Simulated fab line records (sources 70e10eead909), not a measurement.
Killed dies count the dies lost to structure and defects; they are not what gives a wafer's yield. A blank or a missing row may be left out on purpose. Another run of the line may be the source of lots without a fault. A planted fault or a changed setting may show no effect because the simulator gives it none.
A struck lot beside a sound one | flow nandHarc | 36 steps out of a route of 1302
Sound: these wafers, L583.2, L583.4, L583.6. Struck: wafers L595.1, L595.4, L595.6. The cause comes at the end.
Per side, at each step with rows, come the tool, then ch with its chambers, and then its first start. Under that, the readings that differ: sound wafers | struck wafers | difference of the means | sigmas: that difference in standard deviations of wafers without a fault.
alike: same words and numbers on both sides, and readings whose means sit less than 2 such deviations apart. not compared: any withheld reading, any reading some wafer has no value for, any bound like >300 that may hide the same value, and any number with overlapping values for which the record gives no deviation.
Wherever a step has rows on one side only, a row that says differs or no value, or a row with sigmas, the two part there. Non-overlapping numbers with no deviation appear without sigmas and do not part them. A reading that every wafer of one side lacks parts them only if that side has two wafers or more.

first, 11 steps without rows for these wafers: NHARC_THIN_TSV_ETCH_44 (etches the open film in CF4/O2, target depth 1594.2 nm, time 797.1 s); NHARC_THIN_TSV_ETCH_15 (target depth 3000 nm, bosch target overetch cycles 2, bosch etch step 2.8 s); NHARC_THIN_TSV_STRIP_45 (strips in O2); NHARC_THIN_TSV_STRIP_46 (strips in post etch residue remover, time 1200 s); NHARC_THIN_TSV_DEP_47 (deposits SiO2, target thk 200 nm); NHARC_THIN_TSV_ETCHBACK_48 (etches the open film in C4F8/Ar, target depth 1028.5 nm, time 405.17 s); NHARC_THIN_TSV_STRIP_62 (strips in N2/H2, time 20 s); NHARC_THIN_TSV_DEGAS_49 (time 120 s); NHARC_THIN_TSV_PRE_CLEAN_50 (time 30 s); NHARC_THIN_TSV_PVD_19 (deposits TaN, target thk 20 nm); NHARC_THIN_TSV_PVD_51 (deposits Cu, target thk 100 nm).
NHARC_THIN_TSV_ECD_20: material Cu, target thk 2000 nm.
  sound on ecdCu-02 ch 0,1, day 25 10:33; struck on ecdCu-02 ch 1, day 29 20:59
then, 22 steps without rows for these wafers: NHARC_THIN_TSV_ANNEAL_52 (time 90 s); NHARC_THIN_TSV_CMP_21 (polishes, t overpolish 30 s, target thk 2000 nm); NHARC_THIN_TSV_SRD_23; NHARC_THIN_TSV_DEGAS_53 (time 60 s); NHARC_THIN_TSV_PRE_CLEAN_54 (time 30 s); NHARC_THIN_TSV_PVD_55 (deposits TiN, target thk 50 nm); NHARC_THIN_TSV_PVD_24 (deposits Al, target thk 800 nm); NHARC_THIN_TSV_DEHYDRATE_25 (time 120 s); NHARC_THIN_TSV_HMDS_26 (time 30 s); NHARC_THIN_TSV_COAT_27; NHARC_THIN_TSV_SOFTBAKE_28 (time 95 s); NHARC_THIN_TSV_EBR_29; NHARC_THIN_TSV_EXPOSE_30 (exposes mask PAD); NHARC_THIN_TSV_PEB_31 (peb time 85 s); NHARC_THIN_TSV_DEVELOP_32 (time 70 s); NHARC_THIN_TSV_HARDBAKE_34 (time 80 s); NHARC_THIN_TSV_DESCUM_35 (chemistry O2, time 3 s); NHARC_THIN_TSV_ETCH_59 (etches the open film in Cl2/BCl3, target depth 880 nm, time 138.1 s); NHARC_THIN_TSV_ETCH_36 (etches the open film in Cl2/BCl3, target depth 65 nm, time 18.571 s); NHARC_THIN_TSV_STRIP_56 (strips in O2); NHARC_THIN_TSV_STRIP_57 (strips in post etch residue remover, time 1200 s); NHARC_THIN_TSV_ANNEAL_58 (time 1800 s).
NHARC_END_WLT_00:
  sound: prober-02 at day 26 00:59; struck: prober-01 at day 30 13:24
  alike: VT_DECK1_BOTTOM, VT_DECK1_BOTTOM_INNER, VT_DECK1_MEDIAN_NEAR_BOTTOM, VT_DECK1_MEDIAN_NEAR_BOTTOM_INNER, VT_DECK1_MIDDLE, VT_DECK1_MIDDLE_INNER, VT_DECK1_TOP, VT_DECK1_TOP_INNER, VT_DECK2_BOTTOM, VT_DECK2_BOTTOM_INNER, VT_DECK2_MEDIAN_NEAR_BOTTOM, VT_DECK2_MEDIAN_NEAR_BOTTOM_INNER, VT_DECK2_MIDDLE, VT_DECK2_MIDDLE_INNER, VT_DECK2_TOP, VT_DECK2_TOP_INNER
  not compared: hold
NHARC_END_SORT_01:
  sound on prober-02 ch 0, day 26 04:20; struck on prober-01 ch 0, day 30 16:26
reading                | sound          | struck                                                                  | difference                   | sigmas
hold                   | - - -          | awaitDispo/2.7h/release awaitDispo/2.7h/release awaitDispo/2.7h/release | no value on the sound wafers | 
defectLimitedYield (%) | 88.5 89.4 87.6 | 30.9 29.5 32.8                                                          | -57.4                        | -21
killedAtOther          | 1 0 1          | 430 433 410                                                             | +424                         | +99 or more
killedDies             | 78 72 84       | 468 477 455                                                             | +389                         | +22
  alike: killedAtArray, killedAtPeriphery, killedOpen, killedShort

WHERE THEY PART
At NHARC_END_SORT_01 and nowhere else, as far as this record goes.

WHY: what the simulator had put in
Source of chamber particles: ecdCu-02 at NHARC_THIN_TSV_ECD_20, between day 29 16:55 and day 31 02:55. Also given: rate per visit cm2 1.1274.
